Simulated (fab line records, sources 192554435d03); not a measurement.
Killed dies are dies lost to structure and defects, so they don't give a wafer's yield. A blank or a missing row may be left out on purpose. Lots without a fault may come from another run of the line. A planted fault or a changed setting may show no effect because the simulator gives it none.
Chamber matching | flow n5_finfet | N5_BEOL_M14_TRENCH_ETCH_34 on rie_diel-06: 4 sister chambers
The step etches SiO2 in C4F8/O2/Ar, target depth 556.65 nm, time 126.9 s. 4 wafers are shown with their chamber, then 8 later ones without.

WAFERS WITH THEIR CHAMBER
wafer  | chamber | rf_vpp_V (V)
L076.1 | 3       | 2193
L085.5 | 0       | 2281
L090.1 | 2       | 2169
L093.3 | 1       | 2288

WAFERS WITHOUT THEIR CHAMBER
wafer  | rf_vpp_V (V)
L093.4 | 2281
L093.6 | 2192
L092.3 | 2191
L092.4 | 2170
L092.6 | 2280
L097.1 | 2170
L097.2 | 2281
L097.3 | 2190

WHICH CHAMBER EACH WENT THROUGH
wafer  | from the rows above | in truth
L093.4 | 0                   | 0
L093.6 | 3                   | 3
L092.3 | 3                   | 3
L092.4 | 2                   | 2
L092.6 | 0                   | 0
L097.1 | 2                   | 2
L097.2 | 0                   | 0
L097.3 | 3                   | 3
Placed correctly: 8 of 8. Can't be placed from these rows: 0. Placed wrongly: 0.
How it was worked out, from the rows above alone: a wafer's distance from a chamber is the root of the sum, over the readings, of the square of ((its reading less the chamber's mean) divided by the reading's scatter). The wafer belongs to the nearest chamber; if the next one is less than 2 further off, it can't be placed. A chamber's mean is the mean of its shown wafers. The scatter: with one shown wafer a chamber, the root of the mean of the squares of how far each hidden wafer lies from its nearest shown one.
